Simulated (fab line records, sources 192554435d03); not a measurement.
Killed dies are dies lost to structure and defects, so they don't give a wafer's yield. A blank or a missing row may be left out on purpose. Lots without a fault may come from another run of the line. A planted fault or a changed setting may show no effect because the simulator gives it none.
fab line records | flow n5_finfet
record lots=24 wafers=72 last_day=17
route steps=1938 shown FIN_CUT@175 STI_FIN_REVEAL@183 DUMMY_GATE@236
lots that met no fault: from a run of the same line without faults
start_h: hours from the record's first day to the start of the lot's first wafer shown | wait_h: hours since the lot's step before | " the same as in the row above | L1.1+2: a row that stands for several wafers | - no value, or no start given | * or withheld: withheld | < > ~ a bound
route shown NAME@n: a module of which the file shows steps, and the number in the route of the first | usual: mean/standard deviation of fault-free wafers | same: alike in all rows | chamber/n: place in a boat | sites: the reading at each site | _std_site: their standard deviation | _edge_site: outer sites' mean less inner sites' | radius_mm: how far each site lies from the wafer's centre | mask NAME#n: copy n | behind: the tool/chamber that last shaped the wafer | hold: why the lot was held/for how many hours/how that ended | device: the transistor (n, p or np) that didn't switch | end of line: the same wafers' tests at the end of the route | a step without rows: its recipe alone | killed: dies lost to structure and defects at the first sort, not the wafer's yield | map: a wafer's dies, x killed, . not, _ none there
set.NAME: the setting as run; set.NAME@STEP: as run at that earlier step | model.NAME: the simulator's own value behind a step, which no gauge read
steps of the route over a sample of lots; a table a step, a row a wafer
services: from which hour (start_h, from the record's first day; less than 0 if before it) a tool's chamber was out of use, for how many hours, and why
## steps
# step N5_FIN_CUT_PRECLEAN_35
# recipe time_s=13.3 temp_c=45 pressure_torr=125 p_hf_torr=3 p_coreactant_torr=25 chemistry=vHF
# usual drypump_motor_current_A=6.13/0.19
# columns lot.wafer tool chamber start_h wait_h drypump_motor_current_A
L074.1 vapor_etch-02 1 29.16 0.1 6.43
L074.4 " 1 " " 6.47
L074.6 " 0 " " 5.90
L075.1 vapor_etch-02 1 35.52 0.0 6.46
L075.2 " 0 " " 5.89
L075.4 " 1 " " 6.47
L076.1 vapor_etch-02 1 40.52 0.0 6.45
L076.3 " 0 " " 5.88
L076.5 " 1 " " 6.45
L077.2 vapor_etch-01 1 44.80 0.0 6.17
L077.3 " 0 " " 6.07
L077.4 " 1 " " 6.20
L078.1 vapor_etch-02 1 51.46 0.0 6.45
L078.3 " 1 " " 6.40
L078.5 " 1 " " 6.42
L079.1 vapor_etch-01 0 57.45 0.0 6.07
L079.2 " 1 " " 6.16
L079.4 " 0 " " 6.07
L080.2 vapor_etch-01 1 63.66 0.0 6.17
L080.4 " 0 " " 6.08
L080.5 " 1 " " 6.13
L081.1 vapor_etch-01 0 70.00 0.0 6.02
L081.5 " 0 " " 6.01
L081.6 " 1 " " 6.18
L082.1 vapor_etch-01 1 76.84 0.2 6.18
L082.4 " 1 " " 6.20
L082.6 " 0 " " 6.05
L083.2 vapor_etch-01 1 83.36 0.0 6.17
L083.4 " 0 " " 6.06
L083.6 " 0 " " 6.05
L084.1 vapor_etch-01 1 90.78 0.2 6.21
L084.2 " 0 " " 6.05
L084.3 " 1 " " 6.20
L085.2 vapor_etch-01 1 94.67 0.0 6.19
L085.3 " 0 " " 6.02
L085.6 " 1 " " 6.17
L086.3 vapor_etch-01 0 101.07 0.1 6.08
L086.4 " 1 " " 6.19
L086.6 " 0 " " 6.05
L087.1 vapor_etch-02 0 106.57 0.0 5.89
L087.2 " 1 " " 6.43
L087.5 " 1 " " 6.43
L088.3 vapor_etch-01 0 111.81 0.1 6.04
L088.4 " 1 " " 6.15
L088.6 " 0 " " 6.01
L089.1 vapor_etch-02 1 118.28 0.0 6.47
L089.3 " 0 " " 5.89
L089.4 " 1 " " 6.43
L090.2 vapor_etch-01 1 123.75 0.0 6.14
L090.5 " 1 " " 6.15
L090.6 " 0 " " 6.05
L091.1 vapor_etch-02 0 129.62 0.0 5.90
L091.4 " 1 " " 6.46
L091.5 " 0 " " 5.88
L092.1 vapor_etch-01 1 136.94 0.0 6.17
L092.2 " 0 " " 6.05
L092.5 " 0 " " 6.03
L093.1 vapor_etch-02 0 142.20 0.0 5.88
L093.3 " 0 " " 5.89
L093.4 " 1 " " 6.39
L094.2 vapor_etch-02 0 153.42 0.0 5.89
L094.3 " 1 " " 6.38
L094.6 " 0 " " 5.89
L095.1 vapor_etch-01 1 153.75 0.0 6.15
L095.2 " 0 " " 6.06
L095.3 " 1 " " 6.13
L096.1 vapor_etch-01 0 159.78 0.0 6.06
L096.4 " 0 " " 6.07
L096.5 " 1 " " 6.18
L097.2 vapor_etch-02 0 164.75 0.0 5.88
L097.4 " 0 " " 5.87
L097.5 " 0 " " 5.88
# step N5_STI_FIN_REVEAL_ALD_00
# recipe material=SiO2 target_thk_a=10 temp_c=300 ald_precursor_family=BDEAS ald_co_reactant=O2-plasma pulse_time_s=1 pressure_torr=2
# usual heater_power_outer_w=263/44 heater_power_w=472/64 precursor_pulse_height_rel=1.000/0.019
# columns lot.wafer tool chamber start_h wait_h heater_power_outer_w heater_power_w precursor_pulse_height_rel
L074.1 ald_sin-02 3 29.56 0.0 291 490 1.010
L074.4 " 0 " " 227 462 0.991
L074.6 " 3 " " 307 507 1.018
L075.1 ald_sin-03 1 36.70 0.8 363 618 0.993
L075.2 " 2 " " 335 560 1.015
L075.4 " 3 " " 306 510 1.011
L076.1 ald_sin-02 1 40.92 0.0 272 502 1.005
L076.3 " 0 " " 231 455 1.004
L076.5 " 1 " " 273 495 0.990
L077.2 ald_sin-02 2 45.20 0.0 247 455 0.989
L077.3 " 1 " " 277 489 1.035
L077.4 " 3 " " 298 511 0.973
L078.1 ald_sin-03 1 51.86 0.0 366 637 0.965
L078.3 " 0 " " 237 411 0.998
L078.5 " 1 " " 365 625 0.990
L079.1 ald_sin-03 2 58.07 0.3 325 586 1.043
L079.2 " 1 " " 358 628 0.991
L079.4 " 3 " " 307 508 0.996
L080.2 ald_sin-04 2 64.77 0.7 227 393 0.988
L080.4 " 0 " " 229 451 1.031
L080.5 " 2 " " 221 403 1.042
L081.1 ald_sin-04 2 70.40 0.0 226 393 0.980
L081.5 " 1 " " 211 392 0.972
L081.6 " 2 " " 220 404 0.972
L082.1 ald_sin-04 3 77.28 0.1 230 431 0.969
L082.4 " 2 " " 231 395 1.004
L082.6 " 2 " " 232 392 1.001
L083.2 ald_sin-02 0 84.18 0.5 239 454 0.993
L083.4 " 1 " " 279 493 1.004
L083.6 " 3 " " 304 504 0.987
L084.1 ald_sin-02 3 91.18 0.0 300 495 0.996
L084.2 " 0 " " 234 459 1.000
L084.3 " 2 " " 253 446 0.970
L085.2 ald_sin-02 3 95.14 0.0 304 510 1.028
L085.3 " 0 " " 232 475 0.992
L085.6 " 0 " " 235 465 0.997
L086.3 ald_sin-03 0 101.45 0.0 219 379 1.004
L086.4 " 1 " " 373 651 1.009
L086.6 " 3 " " 291 485 0.997
L087.1 ald_sin-02 2 107.74 0.8 248 444 1.031
L087.2 " 1 " " 278 508 1.006
L087.5 " 1 " " 281 496 0.985
L088.3 ald_sin-04 3 113.99 1.8 233 449 1.006
L088.4 " 1 " " 219 391 0.994
L088.6 " 1 " " 215 386 1.006
L089.1 ald_sin-02 3 118.73 0.0 308 502 1.028
L089.3 " 1 " " 278 490 1.027
L089.4 " 0 " " 235 464 1.034
L090.2 ald_sin-02 3 124.15 0.0 297 510 1.000
L090.5 " 0 " " 232 462 1.013
L090.6 " 1 " " 282 505 0.988
L091.1 ald_sin-04 2 131.87 1.9 223 405 1.018
L091.4 " 1 " " 221 398 1.026
L091.5 " 0 " " 232 452 0.991
L092.1 ald_sin-04 0 137.46 0.0 233 459 0.989
L092.2 " 1 " " 212 396 1.049
L092.5 " 2 " " 231 399 0.993
L093.1 ald_sin-03 3 142.68 0.0 292 502 0.978
L093.3 " 0 " " 222 375 1.024
L093.4 " 2 " " 314 546 0.999
L094.2 ald_sin-02 0 153.83 0.0 235 471 1.045
L094.3 " 3 " " 302 497 0.991
L094.6 " 0 " " 231 456 0.959
L095.1 ald_sin-02 0 154.18 0.0 238 458 0.991
L095.2 " 1 " " 281 496 0.995
L095.3 " 3 " " 306 512 1.020
L096.1 ald_sin-04 0 160.38 0.2 230 462 1.025
L096.4 " 1 " " 213 402 0.982
L096.5 " 2 " " 233 407 0.988
L097.2 ald_sin-03 0 165.16 0.0 217 365 0.959
L097.4 " 2 " " 308 559 0.991
L097.5 " 1 " " 372 643 1.010
# step N5_STI_FIN_REVEAL_RECESS_09
# recipe chemistry=HF/NH3 target=SiO2 afs_cycles=11 target_depth_a=425 temp_c=30 sublimation_temp_c=180 sublimation_time_s=60
# usual drypump_motor_current_A=6.14/0.19
# same afs_cycles=11
# columns lot.wafer tool chamber start_h wait_h drypump_motor_current_A
L074.1 vapor_etch-01 1 35.57 0.0 6.19
L074.4 " 0 " " 6.04
L074.6 " 1 " " 6.18
L075.1 vapor_etch-01 0 42.59 0.0 6.05
L075.2 " 1 " " 6.16
L075.4 " 1 " " 6.16
L076.1 vapor_etch-02 0 47.39 0.0 5.88
L076.3 " 0 " " 5.89
L076.5 " 1 " " 6.44
L077.2 vapor_etch-01 0 51.71 0.0 6.02
L077.3 " 1 " " 6.17
L077.4 " 0 " " 6.04
L078.1 vapor_etch-01 1 57.79 0.0 6.13
L078.3 " 0 " " 6.01
L078.5 " 0 " " 6.02
L079.1 vapor_etch-02 1 64.11 0.0 6.42
L079.2 " 0 " " 5.88
L079.4 " 0 " " 5.88
L080.2 vapor_etch-02 1 70.68 0.0 6.44
L080.4 " 1 " " 6.44
L080.5 " 1 " " 6.45
L081.1 vapor_etch-01 1 77.26 0.0 6.17
L081.5 " 1 78.32 1.1 6.17
L081.6 " 0 " " 6.06
L082.1 vapor_etch-02 1 83.54 0.0 6.44
L082.4 " 1 " " 6.42
L082.6 " 0 " " 5.87
L083.2 vapor_etch-02 0 90.25 0.0 5.88
L083.4 " 1 " " 6.45
L083.6 " 0 " " 5.89
L084.1 vapor_etch-02 1 97.12 0.0 6.45
L084.2 " 0 " " 5.89
L084.3 " 0 " " 5.88
L085.2 vapor_etch-02 0 101.70 0.0 5.90
L085.3 " 1 " " 6.40
L085.6 " 1 " " 6.47
L086.3 vapor_etch-02 0 107.91 0.6 5.91
L086.4 " 1 " " 6.43
L086.6 " 1 " " 6.44
L087.1 vapor_etch-01 1 113.75 0.0 6.17
L087.2 " 1 " " 6.19
L087.5 " 1 115.87 2.1 6.16
L088.3 vapor_etch-01 0 120.60 0.6 6.01
L088.4 " 1 " " 6.20
L088.6 " 0 " " 6.03
L089.1 vapor_etch-01 1 124.62 0.0 6.18
L089.3 " 1 " " 6.19
L089.4 " 0 " " 6.05
L090.2 vapor_etch-01 0 130.21 0.0 6.06
L090.5 " 0 131.27 1.1 6.05
L090.6 " 1 " " 6.20
L091.1 vapor_etch-01 0 137.75 0.0 6.06
L091.4 " 0 " " 6.03
L091.5 " 1 " " 6.18
L092.1 vapor_etch-02 0 143.36 0.0 5.89
L092.2 " 1 " " 6.40
L092.5 " 1 144.42 1.1 6.42
L093.1 vapor_etch-01 1 148.55 0.0 6.16
L093.3 " 0 " " 6.06
L093.4 " 1 " " 6.16
L094.2 vapor_etch-02 0 159.70 0.0 5.88
L094.3 " 1 " " 6.47
L094.6 " 0 " " 5.87
L095.1 vapor_etch-01 1 160.41 0.3 6.16
L095.2 " 0 " " 6.02
L095.3 " 1 " " 6.17
L096.1 vapor_etch-01 1 166.25 0.0 6.18
L096.4 " 0 " " 6.04
L096.5 " 0 " " 6.05
L097.2 vapor_etch-02 1 171.22 0.0 6.43
L097.4 " 0 " " 5.91
L097.5 " 0 " " 5.90
# step N5_DUMMY_GATE_ETCH_36
# recipe chemistry=CF4 target=SiARC target_depth_a=130 pressure_mtorr=40 source_w=545 bias_w=36 Ar_flow_sccm=100 cf4_flow_sccm=100 ion_energy_ev=80
# usual cf4_flow_sccm=99.96/0.27 drypump_motor_current_A=5.85/0.24 oes_product_au=0.76/0.065 rf_vpp_V=183.7/1.1 showerhead_plenum_p_Torr=2.11/0.069 throttle_valve_pct=15.72/0.17
# columns lot.wafer tool chamber start_h wait_h cf4_flow_sccm drypump_motor_current_A oes_product_au rf_hours_counter_h rf_vpp_V showerhead_plenum_p_Torr throttle_valve_pct
L074.1 rie_diel-05 2 47.68 0.0 99.97 5.85 0.94 17 185.7 2.28 15.59
L074.4 " 0 " " 100.03 5.82 0.73 187 184.3 2.13 15.96
L074.6 " 1 " " 99.87 5.66 0.71 - 185.3 2.13 15.65
L075.1 rie_diel-04 1 56.09 0.0 100.20 6.02 0.89 40 183.4 2.10 15.26
L075.2 " 3 " " 99.40 6.21 0.77 138 184.2 2.15 15.85
L075.4 " 0 " " 99.82 5.51 0.76 150 183.3 2.07 15.66
L076.1 rie_diel-04 0 59.13 0.0 99.85 5.50 0.77 151 181.9 2.07 15.66
L076.3 " 2 " " 99.71 5.61 0.72 217 183.4 2.04 15.70
L076.5 " 2 " " 99.82 5.61 0.72 - 183.1 2.04 15.69
L077.2 rie_diel-03 3 64.06 0.0 100.09 5.80 0.71 218 182.8 2.03 15.69
L077.3 " 2 " " 100.21 5.72 0.78 115 184.7 2.23 15.65
L077.4 " 1 " " 100.31 5.62 0.79 137 183.2 2.08 15.73
L078.1 rie_diel-05 3 70.08 0.0 99.88 5.98 0.77 118 182.0 2.07 15.74
L078.3 " 2 " " 100.32 5.83 0.93 24 185.6 2.28 15.63
L078.5 " 3 " " 99.52 6.01 0.76 - 183.8 2.07 15.74
L079.1 rie_diel-04 2 75.66 0.0 100.22 5.62 0.72 221 184.0 2.04 15.70
L079.2 " 1 " " 99.94 6.01 0.88 46 183.9 2.09 15.28
L079.4 " 3 " " 99.84 6.18 0.77 144 183.6 2.15 15.86
L080.2 rie_diel-03 2 82.85 0.0 100.34 5.71 0.78 120 185.0 2.23 15.65
L080.4 " 0 " " 99.80 6.28 0.75 148 182.7 2.14 15.81
L080.5 " 1 " " 100.63 5.56 0.79 - 181.5 2.08 15.73
L081.1 rie_diel-03 3 90.17 0.0 99.65 5.79 0.69 225 182.5 2.03 15.71
L081.5 " 1 " " 100.30 5.56 0.79 - 183.7 2.08 15.75
L081.6 " 0 " " 100.23 6.29 0.75 - 184.1 2.14 15.79
L082.1 rie_diel-05 1 95.90 0.0 99.97 5.68 0.70 216 185.0 2.13 15.68
L082.4 " 3 " " 100.02 6.00 0.76 125 183.3 2.07 15.75
L082.6 " 3 " " 99.73 6.01 0.76 - 182.9 2.07 15.75
L083.2 rie_diel-03 1 102.81 0.0 99.52 5.54 0.79 147 181.2 2.08 15.74
L083.4 " 2 " " 99.91 5.69 0.78 126 185.5 2.23 15.65
L083.6 " 3 " " 99.67 5.80 0.70 - 181.5 2.03 15.72
L084.1 rie_diel-03 0 110.62 0.0 99.95 6.26 0.74 156 185.6 2.13 15.80
L084.2 " 1 " " 100.26 5.60 0.78 149 185.0 2.08 15.75
L084.3 " 2 " " 100.53 5.69 0.77 128 185.2 2.23 15.66
L085.2 rie_diel-05 0 113.36 0.0 100.26 5.80 0.70 205 184.3 2.12 16.01
L085.3 " 1 " " 100.06 5.67 0.70 220 182.8 2.13 15.68
L085.6 " 3 " " 99.75 6.01 0.76 - 182.2 2.07 15.78
L086.3 rie_diel-04 1 119.17 0.0 99.91 6.03 0.87 60 183.2 2.09 15.31
L086.4 " 0 " " 100.28 5.53 0.73 170 184.2 2.06 15.69
L086.6 " 0 " " 99.98 5.50 0.74 - 183.1 2.06 15.68
L087.1 rie_diel-04 3 127.11 0.0 99.64 6.21 0.75 160 184.2 2.14 15.90
L087.2 " 1 " " 99.65 6.00 0.87 62 183.1 2.09 15.30
L087.5 " 1 " " 100.06 6.03 0.85 - 182.6 2.09 15.32
L088.3 rie_diel-05 2 132.05 0.0 99.58 5.82 0.91 43 185.4 2.27 15.65
L088.4 " 2 " " 99.66 5.82 0.90 - 186.4 2.27 15.64
L088.6 " 0 " " 99.98 5.83 0.70 - 183.1 2.12 16.03
L089.1 rie_diel-05 3 138.08 0.0 99.91 6.02 0.75 138 183.1 2.06 15.78
L089.3 " 1 " " 100.19 5.67 0.69 228 183.0 2.13 15.71
L089.4 " 2 " " 99.73 5.81 0.89 45 185.7 2.27 15.65
L090.2 rie_diel-03 0 141.90 0.0 99.96 6.25 0.74 165 184.4 2.13 15.82
L090.5 " 3 " " 100.18 5.81 0.68 - 183.0 2.03 15.75
L090.6 " 0 " " 99.96 6.25 0.74 - 183.8 2.13 15.84
L091.1 rie_diel-03 0 153.10 0.0 99.67 6.27 0.74 168 183.2 2.13 15.84
L091.4 " 2 " " 100.12 5.67 0.77 143 184.0 2.22 15.71
L091.5 " 2 " " 99.95 5.73 0.77 - 183.8 2.22 15.69
L092.1 rie_diel-03 2 154.98 0.0 99.85 5.69 0.76 144 185.1 2.22 15.67
L092.2 " 0 " " 100.30 6.29 0.72 169 185.1 2.13 15.84
L092.5 " 0 " " 100.27 6.28 0.74 - 184.2 2.13 15.84
L093.1 rie_diel-04 0 160.99 0.0 100.85 5.55 0.73 181 183.2 2.06 15.73
L093.3 " 3 " " 99.72 6.19 0.75 169 183.2 2.14 15.90
L093.4 " 1 " " 100.05 6.03 0.85 72 182.9 2.08 15.31
L094.2 rie_diel-04 3 171.44 0.0 100.07 6.21 0.75 172 183.7 2.14 15.92
L094.3 " 1 " " 99.41 5.97 0.85 76 184.6 2.08 15.32
L094.6 " 1 " " 99.86 6.00 0.85 - 183.9 2.08 15.32
L095.1 rie_diel-04 3 171.95 0.0 99.99 6.23 0.74 173 184.1 2.14 15.92
L095.2 " 1 " " 100.11 6.03 0.84 76 182.7 2.08 15.32
L095.3 " 0 " " 100.06 5.54 0.73 184 182.6 2.06 15.72
L096.1 rie_diel-03 0 179.23 0.0 99.79 6.26 0.73 177 184.2 2.13 15.85
L096.4 " 2 " " 99.64 5.71 0.75 - 185.8 2.22 15.72
L096.5 " 0 " " 100.09 6.27 0.73 - 183.3 2.13 15.83
L097.2 rie_diel-05 0 182.93 0.0 100.13 5.82 0.69 227 184.8 2.12 16.05
L097.4 " 3 " " 100.29 6.00 0.74 151 182.8 2.06 15.80
L097.5 " 0 " " 100.13 5.81 0.70 - 183.3 2.12 16.06
# step N5_DUMMY_GATE_STRIP_41
# recipe chemistry=O2 power_w=400 temp_c=40 pressure_mtorr=30 rf_frequency_hz=6e+07 bias_power_w=0 overash_fraction=0.3 o2_flow_sccm=225
# usual drypump_motor_current_A=5.83/0.23 oes_product_au=0.76/0.066 rf_vpp_V=3.7/0.48 showerhead_plenum_p_Torr=2.07/0.079 throttle_valve_pct=16.78/0.17
# same overash_fraction=0.3
# columns lot.wafer tool chamber start_h wait_h drypump_motor_current_A oes_product_au rf_hours_counter_h rf_vpp_V showerhead_plenum_p_Torr throttle_valve_pct
L074.1 rie_diel-03 3 48.05 0.0 5.77 0.71 213 3.3 1.99 16.78
L074.4 " 1 " " 5.59 0.79 132 4.3 2.03 16.71
L074.6 " 1 " " 5.56 0.80 - 2.4 2.03 16.73
L075.1 rie_diel-05 1 56.46 0.0 5.67 0.71 204 3.1 2.09 16.72
L075.2 " 0 " " 5.82 0.71 190 4.2 2.08 17.03
L075.4 " 3 " " 6.00 0.78 114 2.3 2.02 16.79
L076.1 rie_diel-04 1 59.50 0.0 6.01 0.91 41 3.0 2.05 16.33
L076.3 " 3 " " 6.21 0.78 139 4.0 2.10 16.87
L076.5 " 3 " " 6.22 0.78 - 3.0 2.10 16.87
L077.2 rie_diel-05 0 64.43 0.0 5.83 0.70 192 3.8 2.08 17.04
L077.3 " 1 " " 5.68 0.71 206 3.1 2.09 16.73
L077.4 " 3 " " 6.00 0.77 116 3.6 2.02 16.80
L078.1 rie_diel-03 0 70.53 0.0 6.28 0.75 144 3.5 2.11 16.93
L078.3 " 3 " " 5.80 0.69 220 3.7 1.99 16.78
L078.5 " 1 " " 5.59 0.78 - 4.0 2.02 16.73
L079.1 rie_diel-05 1 76.03 0.0 5.68 0.70 211 4.1 2.09 16.73
L079.2 " 3 " " 6.00 0.77 120 4.2 2.02 16.80
L079.4 " 2 " " 5.81 0.91 27 3.3 2.24 16.73
L080.2 rie_diel-04 0 83.22 0.0 5.53 0.74 157 4.5 2.00 16.63
L080.4 " 3 " " 6.22 0.77 145 3.7 2.09 16.87
L080.5 " 3 " " 6.21 0.78 - 3.8 2.09 16.88
L081.1 rie_diel-04 1 90.64 0.0 5.99 0.89 50 3.3 2.05 16.33
L081.5 " 0 " " 5.51 0.75 - 4.6 2.00 16.65
L081.6 " 3 " " 6.21 0.77 - 3.3 2.09 16.89
L082.1 rie_diel-04 2 96.27 0.0 5.61 0.71 227 4.0 1.98 16.69
L082.4 " 0 " " 5.53 0.74 162 3.3 2.00 16.65
L082.6 " 1 " " 6.01 0.89 - 3.7 2.05 16.35
L083.2 rie_diel-03 3 103.18 0.0 5.79 0.69 230 4.0 1.99 16.81
L083.4 " 0 " " 6.28 0.74 154 4.3 2.10 16.94
L083.6 " 3 " " 5.83 0.69 - 4.5 1.99 16.79
L084.1 rie_diel-04 1 111.06 0.0 6.02 0.88 58 3.8 2.05 16.38
L084.2 " 0 " " 5.52 0.74 167 3.8 2.00 16.66
L084.3 " 2 " " 5.67 0.70 233 3.2 1.97 16.71
L085.2 rie_diel-05 0 113.72 0.0 5.81 0.71 205 3.4 2.08 17.07
L085.3 " 3 " " 5.99 0.77 130 3.7 2.02 16.82
L085.6 " 1 " " 5.67 0.71 - 3.8 2.08 16.75
L086.3 rie_diel-05 3 119.56 0.0 6.00 0.77 133 4.4 2.02 16.84
L086.4 " 2 " " 5.81 0.89 39 3.9 2.24 16.75
L086.6 " 1 " " 5.66 0.70 - 3.9 2.08 16.75
L087.1 rie_diel-03 3 127.47 0.0 5.77 0.69 238 4.5 1.98 16.81
L087.2 " 0 " " 6.23 0.74 161 4.1 2.10 16.96
L087.5 " 1 " " 5.58 0.77 - 4.0 2.02 16.76
L088.3 rie_diel-04 2 132.42 0.0 5.60 0.69 239 3.1 1.97 16.71
L088.4 " 1 " " 6.00 0.87 64 3.5 2.04 16.38
L088.6 " 0 " " 5.50 0.73 - 3.0 1.99 16.67
L089.1 rie_diel-05 2 138.50 0.0 5.82 0.89 45 4.4 2.24 16.77
L089.3 " 1 " " 5.68 0.70 228 3.9 2.08 16.78
L089.4 " 3 " " 6.00 0.76 139 3.0 2.01 16.85
L090.2 rie_diel-03 1 142.26 0.0 5.59 0.77 160 4.1 2.02 16.79
L090.5 " 3 " " 5.74 0.68 - 4.1 1.98 16.82
L090.6 " 2 " " 5.72 0.78 - 3.6 2.20 16.83
L091.1 rie_diel-05 0 153.65 0.0 5.82 0.69 218 3.8 2.07 17.08
L091.4 " 1 " " 5.67 0.70 233 3.6 2.08 16.77
L091.5 " 3 " " 5.99 0.76 - 3.3 2.01 16.83
L092.1 rie_diel-03 1 155.35 0.0 5.64 0.76 164 3.4 2.02 16.79
L092.2 " 0 " " 6.24 0.74 169 3.8 2.10 16.95
L092.5 " 3 " " 5.81 0.68 - 3.8 1.98 16.83
L093.1 rie_diel-04 1 161.36 0.0 6.02 0.87 72 4.0 2.04 16.41
L093.3 " 3 " " 6.21 0.76 169 4.3 2.09 16.93
L093.4 " 2 " " 5.60 0.69 248 2.6 1.97 16.72
L094.2 rie_diel-05 0 171.81 0.0 5.81 0.69 223 4.4 2.07 17.11
L094.3 " 3 " " 6.00 0.75 147 4.5 2.01 16.86
L094.6 " 3 " " 6.01 0.74 - 4.4 2.01 16.84
L095.1 rie_diel-03 1 172.39 0.0 5.54 0.76 168 3.7 2.01 16.80
L095.2 " 2 " " 5.74 0.77 148 4.5 2.20 16.84
L095.3 " 0 " " 6.27 0.72 173 3.5 2.10 16.98
L096.1 rie_diel-04 0 179.59 0.0 5.50 0.72 188 3.5 1.99 16.70
L096.4 " 3 " " 6.24 0.75 - 3.1 2.08 16.94
L096.5 " 1 " " 6.00 0.86 - 3.3 2.04 16.40
L097.2 rie_diel-05 0 183.29 0.0 5.81 0.68 227 4.1 2.07 17.12
L097.4 " 1 " " 5.67 0.68 241 3.1 2.08 16.80
L097.5 " 3 " " 5.99 0.74 - 3.3 2.01 16.86
# step N5_DUMMY_GATE_ETCH_23
# recipe chemistry=HBr/Cl2/O2 HBr_flow_sccm=150 Cl2_flow_sccm=80 O2_flow_sccm=12 bias_w=102 target_depth_a=410 time_s=22.3 target=poly-Si mask_material=SiO2 pressure_mtorr=10 icp_w=800
# usual drypump_motor_current_A=5.6/0.41 oes_product_au=1.004/0.017 throttle_valve_pct=37.27/0.27
# columns lot.wafer tool chamber start_h wait_h drypump_motor_current_A oes_product_au rf_hours_counter_h throttle_valve_pct
L074.1 rie_si-06 2 48.28 0.0 5.7 1.004 59 37.68
L074.4 " 3 " " 6.3 1.003 202 37.21
L074.6 " 1 " " 5.7 1.023 - 37.37
L075.1 rie_si-06 1 56.69 0.0 5.7 1.020 140 37.36
L075.2 " 0 " " 5.5 1.022 7 37.15
L075.4 " 0 " " 5.5 1.010 - 37.15
L076.1 rie_si-02 2 59.74 0.0 5.0 1.000 102 37.28
L076.3 " 0 " " 5.2 0.985 152 36.83
L076.5 " 2 " " 5.0 1.013 - 37.27
L077.2 rie_si-06 0 64.66 0.0 5.5 1.013 7 37.17
L077.3 " 1 " " 5.6 1.025 140 37.38
L077.4 " 2 " " 5.7 1.013 - 37.69
L078.1 rie_si-02 0 70.77 0.0 5.2 0.982 153 36.83
L078.3 " 2 " " 5.0 1.001 102 37.27
L078.5 " 3 " " 6.0 0.979 - 37.40
L079.1 rie_si-03 3 76.26 0.0 6.0 1.017 2 36.60
L079.2 " 0 " " 6.2 0.980 178 37.01
L079.4 " 1 " " 5.0 1.022 32 37.55
L080.2 rie_si-06 2 83.45 0.0 5.7 1.007 59 37.69
L080.4 " 3 " " 6.3 0.991 0 37.34
L080.5 " 3 " " 6.3 1.002 - 37.34
L081.1 rie_si-06 3 90.88 0.0 6.3 1.002 0 37.34
L081.5 " 1 " " 5.7 1.031 - 37.38
L081.6 " 0 " " 5.5 1.023 - 37.16
L082.1 rie_si-02 1 96.51 0.0 5.9 0.993 38 37.49
L082.4 " 2 " " 5.0 1.010 102 37.29
L082.6 " 1 " " 5.9 0.994 - 37.49
L083.2 rie_si-02 0 103.41 0.0 5.2 0.985 153 36.85
L083.4 " 1 " " 5.9 0.996 39 37.49
L083.6 " 2 " " 5.0 1.019 - 37.27
L084.1 rie_si-02 1 111.29 0.0 5.9 1.000 39 37.49
L084.2 " 3 " " 6.0 0.989 48 37.38
L084.3 " 0 " " 5.2 0.983 153 36.83
L085.2 rie_si-03 0 113.96 0.0 6.3 0.979 179 37.01
L085.3 " 1 " " 5.0 1.033 33 37.56
L085.6 " 0 " " 6.3 0.985 - 37.02
L086.3 rie_si-06 2 119.79 0.0 5.7 1.008 60 37.68
L086.4 " 0 " " 5.5 1.018 9 37.15
L086.6 " 2 " " 5.7 1.007 - 37.70
L087.1 rie_si-02 3 127.72 0.0 6.0 0.973 48 37.40
L087.2 " 0 " " 5.2 0.984 154 36.82
L087.5 " 3 " " 6.0 0.984 - 37.41
L088.3 rie_si-02 2 132.65 0.0 5.0 1.007 103 37.28
L088.4 " 3 " " 6.0 0.977 48 37.38
L088.6 " 0 " " 5.2 0.990 - 36.85
L089.1 rie_si-06 1 138.74 0.0 5.7 1.013 142 37.39
L089.3 " 2 " " 5.7 1.022 60 37.69
L089.4 " 0 " " 5.5 1.017 9 37.17
L090.2 rie_si-02 0 142.49 0.0 5.2 0.981 154 36.83
L090.5 " 0 " " 5.2 0.974 - 36.85
L090.6 " 1 " " 5.9 0.994 - 37.48
L091.1 rie_si-02 1 153.88 0.0 5.9 0.994 40 37.49
L091.4 " 0 " " 5.2 0.988 154 36.83
L091.5 " 0 " " 5.2 0.984 - 36.85
L092.1 rie_si-03 2 155.58 0.0 5.7 1.007 39 37.08
L092.2 " 0 " " 6.2 0.971 179 37.02
L092.5 " 2 " " 5.7 1.013 - 37.07
L093.1 rie_si-02 2 161.59 0.0 5.0 1.015 103 37.27
L093.3 " 0 " " 5.2 0.986 154 36.84
L093.4 " 3 " " 6.0 0.998 49 37.38
L094.2 rie_si-06 2 172.04 0.0 5.7 1.020 61 37.71
L094.3 " 3 " " 6.3 1.011 2 37.34
L094.6 " 3 " " 6.3 1.013 - 37.36
L095.1 rie_si-02 1 172.62 0.0 5.9 1.001 40 37.48
L095.2 " 3 " " 6.0 0.972 49 37.38
L095.3 " 2 " " 5.0 1.015 104 37.27
L096.1 rie_si-03 3 179.83 0.0 6.1 1.004 4 36.61
L096.4 " 2 " " 5.7 1.018 39 37.06
L096.5 " 2 " " 5.7 1.008 - 37.08
L097.2 rie_si-02 0 183.53 0.0 5.2 0.984 155 36.85
L097.4 " 3 " " 6.0 0.983 49 37.39
L097.5 " 1 " " 5.9 0.997 - 37.48
## services
# columns tool chamber start_h hours kind
rie_diel-05 1 5.36 3.1 repair
ald_sin-02 - 7.52 14.6 pm
ald_sin-03 0 9.27 5.2 repair
vapor_etch-02 - 34.53 0.8 repair
vapor_etch-01 - 55.34 0.3 repair
ald_sin-02 - 59.93 6.0 pm
ald_sin-02 2 80.05 5.9 repair
rie_si-02 2 84.14 7.9 repair
rie_si-02 - 84.27 2.8 pm
ald_sin-03 - 85.32 14.0 pm
rie_si-06 2 87.00 6.3 repair
rie_diel-05 - 97.29 2.8 pm
rie_si-03 3 101.59 13.9 repair
vapor_etch-01 - 102.34 1.2 repair
vapor_etch-01 0 113.35 4.4 repair
ald_sin-04 - 115.62 1.8 repair
rie_diel-05 2 156.09 5.9 repair
rie_diel-03 - 158.81 0.4 repair
rie_si-06 - 163.30 0.8 repair
rie_diel-04 2 166.33 - clean
rie_diel-04 2 166.33 - consumable_replace:esc
rie_diel-04 2 166.33 - consumable_replace:focus_ring
rie_diel-04 2 166.33 - consumable_replace:showerhead
ald_sin-04 - 176.82 14.0 pm
## key
fault none
